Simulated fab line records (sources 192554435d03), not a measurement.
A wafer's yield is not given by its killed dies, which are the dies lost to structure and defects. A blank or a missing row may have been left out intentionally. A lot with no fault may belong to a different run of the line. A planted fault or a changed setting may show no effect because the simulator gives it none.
fab line records    flow n5Finfet
record lots=7  wafers=39
route steps=1938 shown BEOL_M12@1639 BEOL_M15@1809
startH: the number of hours between the record's first day and the start of the first shown wafer of the lot    waitH: hours from the lot's prior step to this one    " the same as in the row above    L1.1+2: one row covering several wafers at once    - either no value or no given start    * or withheld: withheld    < > ~ a bound
route shown NAME@n: a module of which the file shows steps, and the number in the route of the first    usual: mean and standard deviation over wafers with no fault    same: alike in all rows    chamber/n: place in a boat    sites: each site's reading    _std_site: standard deviation of those values    _edge_site: outer sites' mean less inner sites'    radiusMm: for every site, how far away it sits from the centre of the wafer    mask NAME#n: copy n    behind: the last tool/chamber to shape the wafer    hold: the reason the lot was held/the length of the hold in hours/how it ended    device: transistor that didn't switch, given as n, p or np    end of line: the same wafers' tests at the end of the route    step lacking rows: just its recipe    killed: dies lost to structure and defects at the first sort, not the wafer's yield    map: shows each die of a wafer: x if killed, . if not, _ if none is there
set.NAME: the run value of the setting; set.NAME@STEP: its run value at that earlier step    model.NAME: the simulator's own value behind a step, which no gauge read
one table per step and one row per wafer, for lots whose settings were changed on purpose
## steps
# step N5_BEOL_M12_TRENCH_ETCH_34
# recipe chemistry=C4F8/O2/Ar  target=SiOC  targetDepthA=3189.5  maskMaterial=SOC  pressureMtorr=30  sourceW=3000  biasW=700  Ar_flow_sccm=400  C4F8_flow_sccm=15  O2_flow_sccm=8  heInnerTorr=15  heOuterTorr=30  timeS=125.5  ionEnergyEv=250
lot.wafer  tool        chamber  startH  waitH  set.targetDepthA  model.etch.depthNm
L076.1     rieDiel-03  0        242.27  0.0    2031              203.5
L076.2     "           2        "       "      3189.5            313.8
L076.3     "           1        "       "      3189.5            319.4
L076.4     "           3        "       "      2031              200.2
L076.5     "           2        "       "      2031              200.8
L076.6     "           1        "       "      3189.5            319.2
L079.1     rieDiel-06  3        269.16  0.0    2535              257
L079.2     "           0        "       "      3189.5            319.8
L079.3     "           1        "       "      3189.5            315.6
L079.4     "           2        "       "      3189.5            324.8
L079.5     "           0        "       "      2535              255.2
L079.6     "           3        "       "      2535              258.7
L083.1     rieDiel-03  0        288.40  0.0    3189.5            316.9
L083.4     "           1        "       "      3189.5            312.6
L083.6     "           0        "       "      3189.5            316
L084.1     rieDiel-02  3        297.60  0.0    3189.5            317.3
L084.2     "           1        "       "      5006              498.3
L084.3     "           2        "       "      3189.5            324.2
L084.4     "           2        "       "      5006              504.4
L084.5     "           1        "       "      3189.5            316.6
L084.6     "           3        "       "      5006              505.4
L091.1     rieDiel-03  2        324.61  0.0    3918              393.6
L091.2     "           0        "       "      3189.5            319.8
L091.3     "           1        "       "      3189.5            315.7
L091.4     "           3        "       "      3918              384.7
L091.5     "           3        "       "      3918              383.5
L091.6     "           0        "       "      3189.5            323.3
L094.1     rieDiel-02  2        355.04  0.0    3189.5            318.5
L094.2     "           1        "       "      4679              468.7
L094.3     "           3        "       "      4679              470.4
L094.4     "           0        "       "      3189.5            325.6
L094.5     "           0        "       "      4679              482.8
L094.6     "           1        "       "      3189.5            320.5
L096.1     rieDiel-02  3        374.16  0.0    3189.5            324.2
L096.2     "           1        "       "      3189.5            321.8
L096.3     "           2        "       "      2704              270.5
L096.4     "           0        "       "      3189.5            325
L096.5     "           3        "       "      2704              272.6
L096.6     "           2        "       "      2704              272.9
# step N5_BEOL_M12_STRIP_70
# recipe chemistry=C4F8/O2/Ar  resist=SiARC  rfFrequencyHz=6e+07
# step N5_BEOL_M12_OCD_MEAS_35
# usual trenchDepthNm=319/4.9
lot.wafer  tool    chamber  startH  waitH  set.targetDepthA@BEOL_M12_TRENCH_ETCH_34  trenchDepthNm
L076.1     ocd-02  -        242.42  0.0    2031                                      204
L076.2     "       -        "       "      3189.5                                    314
L076.3     "       -        "       "      3189.5                                    319
L076.4     "       -        "       "      2031                                      200
L076.5     "       -        "       "      2031                                      201
L076.6     "       -        "       "      3189.5                                    318
L079.1     ocd-01  -        269.32  0.0    2535                                      257
L079.2     "       -        "       "      3189.5                                    320
L079.3     "       -        "       "      3189.5                                    316
L079.4     "       -        "       "      3189.5                                    325
L079.5     "       -        "       "      2535                                      255
L079.6     "       -        "       "      2535                                      259
L083.1     ocd-02  -        288.56  0.0    3189.5                                    317
L083.4     "       -        "       "      3189.5                                    312
L083.6     "       -        "       "      3189.5                                    316
L084.1     ocd-02  -        297.75  0.0    3189.5                                    317
L084.2     "       -        "       "      5006                                      498
L084.3     "       -        "       "      3189.5                                    324
L084.4     "       -        "       "      5006                                      504
L084.5     "       -        "       "      3189.5                                    316
L084.6     "       -        "       "      5006                                      506
L091.1     ocd-02  -        324.77  0.0    3918                                      394
L091.2     "       -        "       "      3189.5                                    320
L091.3     "       -        "       "      3189.5                                    316
L091.4     "       -        "       "      3918                                      385
L091.5     "       -        "       "      3918                                      383
L091.6     "       -        "       "      3189.5                                    323
L094.1     ocd-02  -        355.20  0.0    3189.5                                    318
L094.2     "       -        "       "      4679                                      469
L094.3     "       -        "       "      4679                                      470
L094.4     "       -        "       "      3189.5                                    325
L094.5     "       -        "       "      4679                                      483
L094.6     "       -        "       "      3189.5                                    321
L096.1     ocd-02  -        374.31  0.0    3189.5                                    324
L096.2     "       -        "       "      3189.5                                    322
L096.3     "       -        "       "      2704                                      270
L096.4     "       -        "       "      3189.5                                    325
L096.5     "       -        "       "      2704                                      273
L096.6     "       -        "       "      2704                                      273
# step N5_BEOL_M12_STRIP_37
# recipe chemistry=N2/H2  powerW=1000  tempC=250  h2Frac=0.65  overashFraction=0.3  pressureMtorr=withheld  n2FlowSccm=1750  h2FlowSccm=3250
# step N5_BEOL_M12_ETCH_38
# recipe chemistry=CF4/N2  target=SiCN  targetDepthA=687  taperDeg=2  timeS=73.4  ionEnergyEv=150  maskMaterial=SiO2  pressureMtorr=40  sourceW=430  biasW=70  Ar_flow_sccm=100  cf4FlowSccm=60  n2FlowSccm=60
# step N5_BEOL_M12_ECD_47
# recipe material=Cu  targetThkA=7200
# step N5_BEOL_M12_ANNEAL_48
# recipe tempC=225  timeS=90  ambient=N2
# step N5_BEOL_M12_CMP_49
# recipe stopOn=SiOC  tOverpolishS=20.6  downForcePsi=1  platenRpm=50  clearingPlatenDownForcePsi=1.5  clearingPlatenRpm=50  postCmpClean=cuAlkaline  targetThkNm=320  clearingPlatenPadVelocityMS=0.99484  padVelocityMS=0.99484
lot.wafer  tool    chamber  startH  waitH  set.targetDepthA@BEOL_M12_TRENCH_ETCH_34  model.Cu_of_BEOL_M12_ECD_47.thkNm
L076.3     cmp-02  0        244.52  0.2    3189.5                                    320.8
L076.2     "       1        "       "      3189.5                                    314.6
L076.1     "       2        "       "      2031                                      205.2
L076.4     "       3        "       "      2031                                      199
L076.5     "       0        "       "      2031                                      201.6
L076.6     "       1        "       "      3189.5                                    320.4
L079.3     cmp-03  3        274.90  0.2    3189.5                                    316.4
L079.2     "       0        "       "      3189.5                                    320
L079.4     "       1        "       "      3189.5                                    325.4
L079.1     "       2        "       "      2535                                      257.8
L079.5     "       3        "       "      2535                                      255.4
L079.6     "       0        "       "      2535                                      259
L083.1     cmp-02  2        294.23  0.3    3189.5                                    319.8
L083.4     "       3        "       "      3189.5                                    314
L083.6     "       2        "       "      3189.5                                    318.8
L084.4     cmp-03  0        299.66  0.2    5006                                      505.6
L084.3     "       1        "       "      3189.5                                    326.8
L084.2     "       2        "       "      5006                                      500.2
L084.1     "       3        "       "      3189.5                                    318.8
L084.5     "       0        "       "      3189.5                                    318
L084.6     "       1        "       "      5006                                      508
L091.2     cmp-03  3        326.05  0.2    3189.5                                    318.6
L091.1     "       0        "       "      3918                                      393
L091.3     "       1        "       "      3189.5                                    317.2
L091.4     "       2        "       "      3918                                      384
L091.6     "       3        "       "      3189.5                                    324.6
L091.5     "       0        "       "      3918                                      383.2
L094.1     cmp-02  1        358.47  0.3    3189.5                                    319.8
L094.3     "       2        "       "      4679                                      473.6
L094.2     "       3        "       "      4679                                      470
L094.4     "       0        "       "      3189.5                                    326.8
L094.5     "       1        "       "      4679                                      484.2
L094.6     "       2        "       "      3189.5                                    322.8
L096.1     cmp-03  0        376.21  0.3    3189.5                                    325.4
L096.4     "       1        "       "      3189.5                                    326.2
L096.2     "       2        "       "      3189.5                                    322.6
L096.3     "       3        "       "      2704                                      272.2
L096.5     "       0        "       "      2704                                      273
L096.6     "       1        "       "      2704                                      274.6
# step N5_BEOL_M12_THK_MEAS_50
# recipe thkMeasGauge=xrf  reads=Cu_of_BEOL_M12_ECD_47
# usual M12_THK=318/5.8
lot.wafer  tool          chamber  startH  waitH  set.targetDepthA@BEOL_M12_TRENCH_ETCH_34  M12_THK[nm]
L076.1     filmMetro-02  -        244.82  -      2031                                      207
L076.2     "             -        "       "      3189.5                                    316
L076.3     "             -        "       "      3189.5                                    322
L076.4     "             -        "       "      2031                                      199
L076.5     "             -        "       "      2031                                      203
L076.6     "             -        "       "      3189.5                                    321
L079.1     filmMetro-01  -        275.20  -      2535                                      250
L079.2     "             -        "       "      3189.5                                    312
L079.3     "             -        "       "      3189.5                                    310
L079.4     "             -        "       "      3189.5                                    316
L079.5     "             -        "       "      2535                                      249
L079.6     "             -        "       "      2535                                      252
L083.1     filmMetro-02  -        294.52  -      3189.5                                    319
L083.4     "             -        "       "      3189.5                                    315
L083.6     "             -        "       "      3189.5                                    319
L084.1     filmMetro-02  -        299.95  -      3189.5                                    318
L084.2     "             -        "       "      5006                                      500
L084.3     "             -        "       "      3189.5                                    328
L084.4     "             -        "       "      5006                                      505
L084.5     "             -        "       "      3189.5                                    318
L084.6     "             -        "       "      5006                                      508
L091.1     filmMetro-01  -        326.34  -      3918                                      382
L091.2     "             -        "       "      3189.5                                    311
L091.3     "             -        "       "      3189.5                                    309
L091.4     "             -        "       "      3918                                      371
L091.5     "             -        "       "      3918                                      373
L091.6     "             -        "       "      3189.5                                    315
L094.1     filmMetro-01  -        358.76  -      3189.5                                    317
L094.2     "             -        "       "      4679                                      465
L094.3     "             -        "       "      4679                                      468
L094.4     "             -        "       "      3189.5                                    323
L094.5     "             -        "       "      4679                                      479
L094.6     "             -        "       "      3189.5                                    320
L096.1     filmMetro-01  -        376.50  -      3189.5                                    317
L096.2     "             -        "       "      3189.5                                    314
L096.3     "             -        "       "      2704                                      265
L096.4     "             -        "       "      3189.5                                    316
L096.5     "             -        "       "      2704                                      267
L096.6     "             -        "       "      2704                                      268
# step N5_BEOL_M12_PRE_CLEAN_52
# recipe gas=NH3  timeS=15  tempC=withheld  rfPowerW=300
# step N5_BEOL_M12_DEP_53
# recipe material=SiCN  targetThkA=300  tempC=withheld  precursor=3MS/NH3  pressureTorr=3  rfW=675  timeS=10.5
# step N5_BEOL_M12_RS_MEAS_54
# recipe thkMeasGauge=four-point-probe  reads=Cu_of_BEOL_M12_ECD_47+Ta_of_BEOL_M12_SPUTTER_44+TaN_of_BEOL_M12_SPUTTER_43
# usual M12_RS=0.0599/0.00097
lot.wafer  tool          chamber  startH  waitH  set.targetDepthA@BEOL_M12_TRENCH_ETCH_34  M12_RS[ohm/sq]
L076.1     filmMetro-02  -        244.94  0.0    2031                                      0.0961
L076.2     "             -        "       "      3189.5                                    0.0611
L076.3     "             -        "       "      3189.5                                    0.0598
L076.4     "             -        "       "      2031                                      0.0994
L076.5     "             -        "       "      2031                                      0.0981
L076.6     "             -        "       "      3189.5                                    0.0600
L079.1     filmMetro-01  -        275.32  0.0    2535                                      0.0754
L079.2     "             -        "       "      3189.5                                    0.0601
L079.3     "             -        "       "      3189.5                                    0.0606
L079.4     "             -        "       "      3189.5                                    0.0589
L079.5     "             -        "       "      2535                                      0.0759
L079.6     "             -        "       "      2535                                      0.0750
L083.1     filmMetro-01  -        294.64  0.0    3189.5                                    0.0602
L083.4     "             -        "       "      3189.5                                    0.0615
L083.6     "             -        "       "      3189.5                                    0.0604
L084.1     filmMetro-01  -        300.07  0.0    3189.5                                    0.0601
L084.2     "             -        "       "      5006                                      0.0378
L084.3     "             -        "       "      3189.5                                    0.0587
L084.4     "             -        "       "      5006                                      0.0374
L084.5     "             -        "       "      3189.5                                    0.0604
L084.6     "             -        "       "      5006                                      0.0372
L091.1     filmMetro-02  -        326.47  0.0    3918                                      0.0485
L091.2     "             -        "       "      3189.5                                    0.0604
L091.3     "             -        "       "      3189.5                                    0.0607
L091.4     "             -        "       "      3918                                      0.0498
L091.5     "             -        "       "      3918                                      0.0498
L091.6     "             -        "       "      3189.5                                    0.0593
L094.1     filmMetro-01  -        358.89  0.0    3189.5                                    0.0600
L094.2     "             -        "       "      4679                                      0.0403
L094.3     "             -        "       "      4679                                      0.0400
L094.4     "             -        "       "      3189.5                                    0.0587
L094.5     "             -        "       "      4679                                      0.0390
L094.6     "             -        "       "      3189.5                                    0.0593
L096.1     filmMetro-01  -        376.63  0.0    3189.5                                    0.0589
L096.2     "             -        "       "      3189.5                                    0.0596
L096.3     "             -        "       "      2704                                      0.0712
L096.4     "             -        "       "      3189.5                                    0.0588
L096.5     "             -        "       "      2704                                      0.0709
L096.6     "             -        "       "      2704                                      0.0704
# step N5_BEOL_M15_TRENCH_ETCH_34
# recipe chemistry=C4F8/O2/Ar  target=SiO2  targetDepthA=8729.3  heInnerTorr=15  heOuterTorr=30  timeS=199  ionEnergyEv=800  pressureMtorr=20  sourceW=1905  biasW=2040  Ar_flow_sccm=400  C4F8_flow_sccm=16  O2_flow_sccm=12
lot.wafer  tool        chamber  startH  waitH  set.targetDepthA  model.etch.depthNm  model.coat_of_BEOL_M15_COAT_22.thkNm
L076.1     rieDiel-05  3        259.31  0.0    8729.3            869                 551
L076.2     "           1        "       "      8729.3            871.4               545.6
L076.3     "           2        "       "      8729.3            865.9               545
L076.4     "           0        "       "      8729.3            839.8               553.8
L076.5     "           1        "       "      8729.3            867.1               546
L076.6     "           0        "       "      8729.3            841.9               555.8
L079.1     rieDiel-04  2        288.21  0.0    4423              451                 626.2
L079.2     "           3        "       "      4423              453.4               623.8
L079.3     "           0        "       "      4423              449.2               624.4
L079.4     "           1        "       "      8729.3            876.5               542.4
L079.5     "           3        "       "      8729.3            898.8               534.8
L079.6     "           0        "       "      8729.3            888.9               536.6
L083.1     rieDiel-05  1        307.01  0.0    8729.3            872.3               539
L083.4     "           2        "       "      8729.3            882.9               537.2
L083.6     "           0        "       "      8729.3            853.9               547.4
L084.1     rieDiel-04  1        314.39  0.0    8729.3            888.2               538.8
L084.2     "           3        "       "      8729.3            892.8               533.6
L084.3     "           2        "       "      6316              641.6               588.6
L084.4     "           0        "       "      6316              642.5               584
L084.5     "           3        "       "      6316              643.9               582.6
L084.6     "           2        "       "      8729.3            898.1               534.8
L091.1     rieDiel-05  0        342.03  0.0    10520             1032                511.4
L091.2     "           2        "       "      10520             1050                502.2
L091.3     "           3        "       "      8729.3            897.8               537.2
L091.4     "           1        "       "      8729.3            871.6               536.2
L091.5     "           0        "       "      10520             1020                513.6
L091.6     "           1        "       "      8729.3            873.7               538.8
L094.1     rieDiel-01  0        371.43  0.0    3814              380.1               637.6
L094.2     "           3        "       "      8729.3            853.6               545.2
L094.3     "           1        "       "      3814              374.2               641.4
L094.4     "           2        "       "      8729.3            863.8               540.4
L094.5     "           1        "       "      3814              380.4               641.6
L094.6     "           2        "       "      8729.3            863.3               540.6
L096.1     rieDiel-05  3        393.49  0.0    8729.3            891.9               537.8
L096.2     "           0        "       "      8729.3            849.8               550
L096.3     "           2        "       "      8729.3            872.1               537.4
L096.4     "           1        "       "      8729.3            875.6               535.6
L096.5     "           3        "       "      8729.3            891.8               537.8
L096.6     "           0        "       "      8729.3            840.7               551
# step N5_BEOL_M15_STRIP_36
# recipe chemistry=O2  powerW=600  tempC=60  pressureMtorr=30  rfFrequencyHz=6e+07  biasPowerW=0  overashFraction=0.3  o2FlowSccm=225
# step N5_BEOL_M15_ECD_47
# recipe material=Cu  targetThkA=18600
# step N5_BEOL_M15_ANNEAL_48
# recipe tempC=225  timeS=90  ambient=N2
# step N5_BEOL_M15_CMP_49
# recipe stopOn=SiO2  tOverpolishS=4.9  downForcePsi=2  platenRpm=80  clearingPlatenDownForcePsi=2  clearingPlatenRpm=80  postCmpClean=cuAlkaline  targetThkNm=850  clearingPlatenPadVelocityMS=1.5917  padVelocityMS=1.5917
lot.wafer  tool    chamber  startH  waitH  set.targetDepthA@BEOL_M15_TRENCH_ETCH_34  model.Cu_of_BEOL_M15_ECD_47.thkNm
L076.4     cmp-03  3        261.45  0.1    8729.3                                    816.2
L076.3     "       0        "       "      8729.3                                    841.8
L076.1     "       1        "       "      8729.3                                    846.6
L076.2     "       2        "       "      8729.3                                    846.2
L076.5     "       3        "       "      8729.3                                    843
L076.6     "       0        "       "      8729.3                                    816.8
L079.2     cmp-03  3        293.92  0.2    4423                                      430.8
L079.4     "       0        "       "      8729.3                                    853.6
L079.1     "       1        "       "      4423                                      429.4
L079.3     "       2        "       "      4423                                      423.8
L079.5     "       3        "       "      8729.3                                    875.6
L079.6     "       0        "       "      8729.3                                    864.8
L083.1     cmp-03  2        311.40  0.3    8729.3                                    849.8
L083.4     "       1        "       "      8729.3                                    862.2
L083.6     "       3        "       "      8729.3                                    831.6
L084.4+5   cmp-02  2        317.35  0.2    6316                                      620
L084.1     "       3        "       "      8729.3                                    864.4
L084.2     "       0        "       "      8729.3                                    870.4
L084.3     "       1        "       "      6316                                      617.8
L084.6     "       3        "       "      8729.3                                    875.2
L091.2     cmp-03  1        346.08  0.2    10520                                     1029
L091.1     "       2        "       "      10520                                     1008
L091.4     "       3        "       "      8729.3                                    848.6
L091.3     "       0        "       "      8729.3                                    874.6
L091.6     "       1        "       "      8729.3                                    852.4
L091.5     "       2        "       "      10520                                     997.2
L094.1     cmp-03  0        374.34  0.3    3814                                      357.4
L094.4     "       1        "       "      8729.3                                    841.2
L094.3     "       2        "       "      3814                                      351.2
L094.2     "       3        "       "      8729.3                                    831.6
L094.6     "       0        "       "      8729.3                                    839.6
L094.5     "       1        "       "      3814                                      359
L096.3     cmp-03  0        396.59  0.2    8729.3                                    848.8
L096.4     "       1        "       "      8729.3                                    853.4
L096.1     "       2        "       "      8729.3                                    868
L096.2     "       3        "       "      8729.3                                    826.8
L096.6     "       0        "       "      8729.3                                    816.8
L096.5     "       1        "       "      8729.3                                    871.2
# step N5_BEOL_M15_THK_MEAS_50
# recipe thkMeasGauge=xrf  reads=Cu_of_BEOL_M15_ECD_47
# usual M15_THK=839/17
lot.wafer  tool          chamber  startH  waitH  set.targetDepthA@BEOL_M15_TRENCH_ETCH_34  M15_THK[nm]
L076.1     filmMetro-02  -        261.74  -      8729.3                                    834
L076.2     "             -        "       "      8729.3                                    831
L076.3     "             -        "       "      8729.3                                    826
L076.4     "             -        "       "      8729.3                                    802
L076.5     "             -        "       "      8729.3                                    831
L076.6     "             -        "       "      8729.3                                    805
L079.1     filmMetro-01  -        294.21  -      4423                                      427
L079.2     "             -        "       "      4423                                      425
L079.3     "             -        "       "      4423                                      419
L079.4     "             -        "       "      8729.3                                    841
L079.5     "             -        "       "      8729.3                                    864
L079.6     "             -        "       "      8729.3                                    852
L083.1     filmMetro-02  -        311.70  -      8729.3                                    831
L083.4     "             -        "       "      8729.3                                    843
L083.6     "             -        "       "      8729.3                                    817
L084.1     filmMetro-02  -        317.65  -      8729.3                                    848
L084.2     "             -        "       "      8729.3                                    858
L084.3     "             -        "       "      6316                                      608
L084.4     "             -        "       "      6316                                      611
L084.5     "             -        "       "      6316                                      612
L084.6     "             -        "       "      8729.3                                    864
L091.1     filmMetro-02  -        346.37  -      10520                                     994
L091.2     "             -        "       "      10520                                     1015
L091.3     "             -        "       "      8729.3                                    861
L091.4     "             -        "       "      8729.3                                    840
L091.5     "             -        "       "      10520                                     984
L091.6     "             -        "       "      8729.3                                    839
L094.1     filmMetro-02  -        374.63  -      3814                                      351
L094.2     "             -        "       "      8729.3                                    816
L094.3     "             -        "       "      3814                                      347
L094.4     "             -        "       "      8729.3                                    832
L094.5     "             -        "       "      3814                                      354
L094.6     "             -        "       "      8729.3                                    829
L096.1     filmMetro-01  -        396.88  -      8729.3                                    854
L096.2     "             -        "       "      8729.3                                    815
L096.3     "             -        "       "      8729.3                                    833
L096.4     "             -        "       "      8729.3                                    839
L096.5     "             -        "       "      8729.3                                    856
L096.6     "             -        "       "      8729.3                                    805
# step N5_BEOL_M15_PRE_CLEAN_52
# recipe gas=NH3  timeS=15  tempC=withheld  rfPowerW=300
# step N5_BEOL_M15_DEP_53
# recipe material=SiCN  targetThkA=500  tempC=withheld  precursor=3MS/NH3  pressureTorr=3  rfW=675  timeS=17.8
# step N5_BEOL_M15_RS_MEAS_54
# recipe thkMeasGauge=four-point-probe  reads=Cu_of_BEOL_M15_ECD_47+Ta_of_BEOL_M15_SPUTTER_44+TaN_of_BEOL_M15_SPUTTER_43
# usual M15_RS=0.0215/0.0004
lot.wafer  tool          chamber  startH  waitH  set.targetDepthA@BEOL_M15_TRENCH_ETCH_34  M15_RS[ohm/sq]
L076.1     filmMetro-01  -        261.87  0.0    8729.3                                    0.0216
L076.2     "             -        "       "      8729.3                                    0.0216
L076.3     "             -        "       "      8729.3                                    0.0218
L076.4     "             -        "       "      8729.3                                    0.0225
L076.5     "             -        "       "      8729.3                                    0.0217
L076.6     "             -        "       "      8729.3                                    0.0225
L079.1     filmMetro-02  -        294.34  0.0    4423                                      0.0434
L079.2     "             -        "       "      4423                                      0.0433
L079.3     "             -        "       "      4423                                      0.0440
L079.4     "             -        "       "      8729.3                                    0.0215
L079.5     "             -        "       "      8729.3                                    0.0209
L079.6     "             -        "       "      8729.3                                    0.0212
L083.1     filmMetro-01  -        311.87  0.0    8729.3                                    0.0216
L083.4     "             -        "       "      8729.3                                    0.0212
L083.6     "             -        "       "      8729.3                                    0.0221
L084.1     filmMetro-02  -        317.78  0.0    8729.3                                    0.0212
L084.2     "             -        "       "      8729.3                                    0.0211
L084.3     "             -        "       "      6316                                      0.0298
L084.4     "             -        "       "      6316                                      0.0297
L084.5     "             -        "       "      6316                                      0.0297
L084.6     "             -        "       "      8729.3                                    0.0210
L091.1     filmMetro-02  -        346.50  0.0    10520                                     0.0181
L091.2     "             -        "       "      10520                                     0.0178
L091.3     "             -        "       "      8729.3                                    0.0210
L091.4     "             -        "       "      8729.3                                    0.0216
L091.5     "             -        "       "      10520                                     0.0184
L091.6     "             -        "       "      8729.3                                    0.0215
L094.1     filmMetro-01  -        374.76  0.0    3814                                      0.0524
L094.2     "             -        "       "      8729.3                                    0.0221
L094.3     "             -        "       "      3814                                      0.0535
L094.4     "             -        "       "      8729.3                                    0.0218
L094.5     "             -        "       "      3814                                      0.0522
L094.6     "             -        "       "      8729.3                                    0.0218
L096.1     filmMetro-01  -        397.01  0.0    8729.3                                    0.0211
L096.2     "             -        "       "      8729.3                                    0.0222
L096.3     "             -        "       "      8729.3                                    0.0216
L096.4     "             -        "       "      8729.3                                    0.0215
L096.5     "             -        "       "      8729.3                                    0.0210
L096.6     "             -        "       "      8729.3                                    0.0224
## key
split step=N5_BEOL_M12_TRENCH_ETCH_34  setting=targetDepthA  stated=3189.5  by=wafer
response step=N5_BEOL_M12_TRENCH_ETCH_34  reading=model.etch.depthNm  change=+3.21  per=1%  r=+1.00
response step=N5_BEOL_M12_OCD_MEAS_35  reading=trenchDepthNm  change=+3.21  per=1%  r=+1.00
response step=N5_BEOL_M12_CMP_49  reading=model.Cu_of_BEOL_M12_ECD_47.thkNm  change=+3.21  per=1%  r=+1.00
response step=N5_BEOL_M12_THK_MEAS_50  reading=M12_THK  change=+3.18  per=1%  r=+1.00
response step=N5_BEOL_M12_RS_MEAS_54  reading=M12_RS  shape=bent  atLowest=0.0979  atStated=0.0599  atHighest=0.0375
split step=N5_BEOL_M15_TRENCH_ETCH_34  setting=targetDepthA  stated=8729.3  by=wafer
response step=N5_BEOL_M15_TRENCH_ETCH_34  reading=model.etch.depthNm  change=+8.65  per=1%  r=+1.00
response step=N5_BEOL_M15_TRENCH_ETCH_34  reading=model.coat_of_BEOL_M15_COAT_22.thkNm  change=-1.73  per=1%  r=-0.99
response step=N5_BEOL_M15_CMP_49  reading=model.Cu_of_BEOL_M15_ECD_47.thkNm  change=+8.65  per=1%  r=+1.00
response step=N5_BEOL_M15_THK_MEAS_50  reading=M15_THK  change=+8.51  per=1%  r=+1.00
response step=N5_BEOL_M15_RS_MEAS_54  reading=M15_RS  change=-0.000463  per=1%  r=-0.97
